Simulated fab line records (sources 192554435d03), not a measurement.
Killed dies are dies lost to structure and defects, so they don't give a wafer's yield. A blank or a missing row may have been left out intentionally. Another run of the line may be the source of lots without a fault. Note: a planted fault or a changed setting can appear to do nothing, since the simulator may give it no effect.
Chamber matching -- flow n5_finfet -- N5_BEOL_M6_ETCH_72 on rie_diel-06: 4 sister chambers
The step etches underlayer in N2/H2, target depth 6.5 nm, time 5.2 s. 4 wafers are shown with their chamber, then 11 later ones without.

## WAFERS PAIRED WITH THEIR CHAMBERS
wafer,chamber,drypump_motor_current_A (A)
L083.6,1,5.8
L088.5,0,5.7
L088.6,2,5.6
L091.2,3,4.9

## WAFERS MISSING THEIR CHAMBER
wafer,drypump_motor_current_A (A)
L091.4,4.9
L091.5,5.6
L093.1,5.8
L093.4,5.7
L093.5,4.9
L096.2,5.7
L096.4,5.8
L096.6,5.7
L097.1,5.8
L097.2,5.5
L097.6,5.8

## EACH ONE'S CHAMBER
wafer,from the rows above,in truth
L091.4,3,3
L091.5,2,2
L093.1,1,1
L093.4,0,0
L093.5,3,3
L096.2,0,0
L096.4,1,1
L096.6,0,0
L097.1,1,1
L097.2,2,2
L097.6,1,1
Correct placement for 11 of the 11. Left unplaced by these rows: 0. Wrongly placed: 0.
How it was worked out, from the rows above alone: a wafer's distance from a chamber is the root of the sum, over the readings, of the square of ((its reading less the chamber's mean) divided by the reading's scatter). The wafer belongs to the nearest chamber; if the next one is less than 2 further off, it can't be placed. For every chamber, the mean is computed from those of its wafers that are shown. The scatter: with one shown wafer a chamber, the root of the mean of the squares of how far each hidden wafer lies from its nearest shown one.
